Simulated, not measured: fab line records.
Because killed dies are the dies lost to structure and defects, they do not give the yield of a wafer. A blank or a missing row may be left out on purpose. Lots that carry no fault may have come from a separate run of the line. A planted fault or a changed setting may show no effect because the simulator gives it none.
Which of the tools did it? / flow n5Finfet / 9 lots, 27 wafers sampled, at 3 steps of a route of 1938

## WHAT EACH GAUGE READ, for each wafer
N5_BEOL_M7_OCD_MEAS_38.
lot=L922; measured=day 9 17:40; on=ocd-02; trenchDepthNm (nm)=96.0 93.8 93.3
lot=L927; measured=day 11 11:45; on=ocd-02; trenchDepthNm (nm)=95.9 92.8 91.2
lot=L928; measured=day 12 00:55; on=ocd-01; trenchDepthNm (nm)=91.9 94.4 92.0
lot=L930; measured=day 12 09:29; on=ocd-01; trenchDepthNm (nm)=95.5 91.9 92.8
lot=L934; measured=day 12 22:04; on=ocd-01; trenchDepthNm (nm)=93.5 92.5 94.6
lot=L933; measured=day 12 21:07; on=ocd-01; trenchDepthNm (nm)=89.5 96.4 94.0
lot=L932; measured=day 12 21:29; on=ocd-01; trenchDepthNm (nm)=95.5 95.0 94.7
lot=L920; measured=day 14 22:23; on=ocd-02; trenchDepthNm (nm)=95.4 92.7 90.6
lot=L938; measured=day 14 22:41; on=ocd-01; trenchDepthNm (nm)=85.4 85.8 94.8

## EACH LOT AND THE TOOL THAT RAN IT (in order: tool; ch and the chambers of the sampled wafers; start)
lot=L922; N5_BEOL_M7_STRIP_19=rieDiel-04 ch 0,1,2, day 9 15:43; N5_BEOL_M7_TRENCH_ETCH_37=rieDiel-05 ch 0,1,3, day 9 17:31
lot=L927; N5_BEOL_M7_STRIP_19=rieDiel-02 ch 0,2,3, day 11 08:52; N5_BEOL_M7_TRENCH_ETCH_37=rieDiel-05 ch 0,2,3, day 11 11:35
lot=L928; N5_BEOL_M7_STRIP_19=rieDiel-02 ch 0,2, day 11 12:40; N5_BEOL_M7_TRENCH_ETCH_37=rieDiel-02 ch 0,3, day 12 00:46
lot=L930; N5_BEOL_M7_STRIP_19=rieDiel-04 ch 0,1,3, day 12 07:15; N5_BEOL_M7_TRENCH_ETCH_37=rieDiel-05 ch 0,1,2, day 12 09:19
lot=L934; N5_BEOL_M7_STRIP_19=rieDiel-04 ch 0,1,2, day 12 18:46; N5_BEOL_M7_TRENCH_ETCH_37=rieDiel-02 ch 0,1,3, day 12 21:55
lot=L933; N5_BEOL_M7_STRIP_19=rieDiel-05 ch 2,3, day 12 19:01; N5_BEOL_M7_TRENCH_ETCH_37=rieDiel-04 ch 1,2,3, day 12 20:58
lot=L932; N5_BEOL_M7_STRIP_19=rieDiel-05 ch 1,2, day 12 19:10; N5_BEOL_M7_TRENCH_ETCH_37=rieDiel-02 ch 1,3, day 12 21:20
lot=L920; N5_BEOL_M7_STRIP_19=rieDiel-02 ch 0,2, day 14 20:28; N5_BEOL_M7_TRENCH_ETCH_37=rieDiel-05 ch 0,2, day 14 22:13
lot=L938; N5_BEOL_M7_STRIP_19=rieDiel-05 ch 0,1, day 14 20:42; N5_BEOL_M7_TRENCH_ETCH_37=rieDiel-02 ch 2,3, day 14 22:31
- N5_BEOL_M7_STRIP_19: strips in O2.
- N5_BEOL_M7_TRENCH_ETCH_37: etches SiCOH lowk in C4F6/O2, target depth 93.478 nm, time 31.2 s.

## THE ANSWER, worked out from the rows above alone
Rule: the usual values come from the lots themselves. Put in order of their means at a reading, lots are off if they are a third of the lots or fewer, leave a main group of 4 or more, and stand apart from it by a gap of 3 or more times the standard deviation of the main group's means; of several such gaps the widest counts. Not used: any main group whose means are identical at the precision the tables above print for the reading. Also off: a lot with no number at a reading for which 4 or more lots have one. Any other lot the step has rows for is counted as sound.
Off: L938 (N5_BEOL_M7_OCD_MEAS_38, trenchDepthNm). The main group has a mean of 93.6 nm with a standard deviation of 0.72.
If a tool, at a process step before that reading, ran all the lots that are off and no sound lot after the first of them, it fits. The gauges at N5_BEOL_M7_OCD_MEAS_38 are tried like those tools. Can't be told from this: 3 tools fit, rieDiel-05 at N5_BEOL_M7_STRIP_19, rieDiel-02 at N5_BEOL_M7_TRENCH_ETCH_37, ocd-01 at N5_BEOL_M7_OCD_MEAS_38.

## WHAT HAD BEEN PUT IN BY THE SIMULATOR
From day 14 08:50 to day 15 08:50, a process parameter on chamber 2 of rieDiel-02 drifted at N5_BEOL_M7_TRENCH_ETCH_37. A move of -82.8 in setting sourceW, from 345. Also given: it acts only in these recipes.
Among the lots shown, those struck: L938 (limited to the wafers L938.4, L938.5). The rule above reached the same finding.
